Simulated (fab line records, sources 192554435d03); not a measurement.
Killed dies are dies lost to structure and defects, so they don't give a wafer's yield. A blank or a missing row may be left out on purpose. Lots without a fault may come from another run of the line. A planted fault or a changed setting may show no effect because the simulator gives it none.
A struck lot beside a sound one | flow n5_finfet | 15 steps out of a route of 1938
Sound: wafers L535.4, L535.5, L535.6. Struck: wafers L538.2, L538.3. (L538.1 of the same lot was not struck and is left out.) The cause comes at the end.
At each step with rows: each side's tool, then ch and its chambers, then its first start. Under that, the readings that differ: sound wafers | struck wafers | difference of the means | sigmas: that difference in standard deviations of wafers without a fault.
alike: readings whose means differ by less than 2 such deviations, and words and numbers that are the same on both sides. not compared: withheld readings, readings that some wafer has no value for, bounds like >300 that may hide the same value, and numbers for which the record gives no deviation and whose values overlap.
The two part at a step that has a row with sigmas, a row that says differs or no value, or rows on one side only. Numbers that don't overlap but have no deviation are shown without sigmas and don't part them. A reading that every wafer of one side lacks parts them only if that side has two wafers or more.

N5_BEOL_M10_STRIP_77: strips in N2/H2, time 10 s.
  sound on rie_diel-01 ch 0,1,3; struck on rie_diel-02 ch 0,2
  alike: drypump_motor_current_A, oes_product_au, rf_vpp_V, showerhead_plenum_p_Torr, throttle_valve_pct
  not compared: rf_hours_counter_h
N5_BEOL_M10_OCD_MEAS_38:
  sound on ocd-02, day 10 07:06; struck on ocd-01, day 11 21:13
  alike: trench_depth_nm
then, 4 steps without rows for these wafers: N5_BEOL_M10_HM_STRIP_39 (strips TiN in peroxide tin strip, target depth 25 nm, time 158 s); N5_BEOL_M10_SRD_40 (time 30 s); N5_BEOL_M10_PRECLEAN_42 (cleans in residue remover, time 60 s); N5_BEOL_M10_SRD_43 (time 30 s).
N5_BEOL_M10_CD_MEAS_35: target cd 70 nm.
  sound on cd_sem-02, day 10 07:16; struck on cd_sem-03, day 11 21:22
  alike: cd_nm
N5_BEOL_M10_CURE_72: cures SiCOH lowk, time 120 s.
  sound on uv_cure-03 ch 1, day 10 07:26; struck on uv_cure-03 ch 0, day 11 21:24
  reading          | sound             | struck      | difference | sigmas
  wafer_temp_C_max | 372.9 372.6 372.4 | 371.3 371.4 | -1.3       | -2
  alike: lamp_power_pct
N5_BEOL_M10_DEGAS_44: time 60 s.
  sound on pvd_sputter-02, day 10 07:50; struck on pvd_sputter-01, day 11 22:05
  alike: heater_power_w
then, 1 step without rows for these wafers: N5_BEOL_M10_PRE_CLEAN_45 (time 30 s).
N5_BEOL_M10_ALD_74: deposits TaN, target thk 2 nm, pulse time 2 s, purge time 3 s.
  sound on ald_metal-04 ch 0,1,2, day 10 07:57; struck on ald_metal-01 ch 0,3, day 11 22:11
  alike: heater_power_w, mfc_carrier_sccm
then, 1 step without rows for these wafers: N5_BEOL_M10_SURFACE_TREAT_76.
N5_BEOL_M10_CVD_75: deposits Co from CCTBA/H2, target thk 2 nm, time 138.9 s.
  sound on cvd_co-01 ch 0,1,2, day 10 08:40; struck on cvd_co-01 ch 0,2, day 11 22:34
  reading          | sound             | struck      | difference | sigmas
  run_length_s (s) | 161.9 162.2 162.3 | 226.5 226.6 | +64.4      | +99 or more
N5_BEOL_M10_SPUTTER_48: material Cu, target thk 12 nm, time 2 s.
  sound on pvd_sputter-03, day 10 10:43; struck on pvd_sputter-01, day 11 22:43
  alike: cathode_dc_power_W, throttle_valve_pct
N5_PASSIVATION_PROBE_49:
  the record has rows for the sound wafers here (prober-02, day 12 15:40) and none for the struck ones

WHERE THEY PART
First at N5_BEOL_M10_CURE_72; last, within this record, at N5_PASSIVATION_PROBE_49.

WHY: what the simulator had put in
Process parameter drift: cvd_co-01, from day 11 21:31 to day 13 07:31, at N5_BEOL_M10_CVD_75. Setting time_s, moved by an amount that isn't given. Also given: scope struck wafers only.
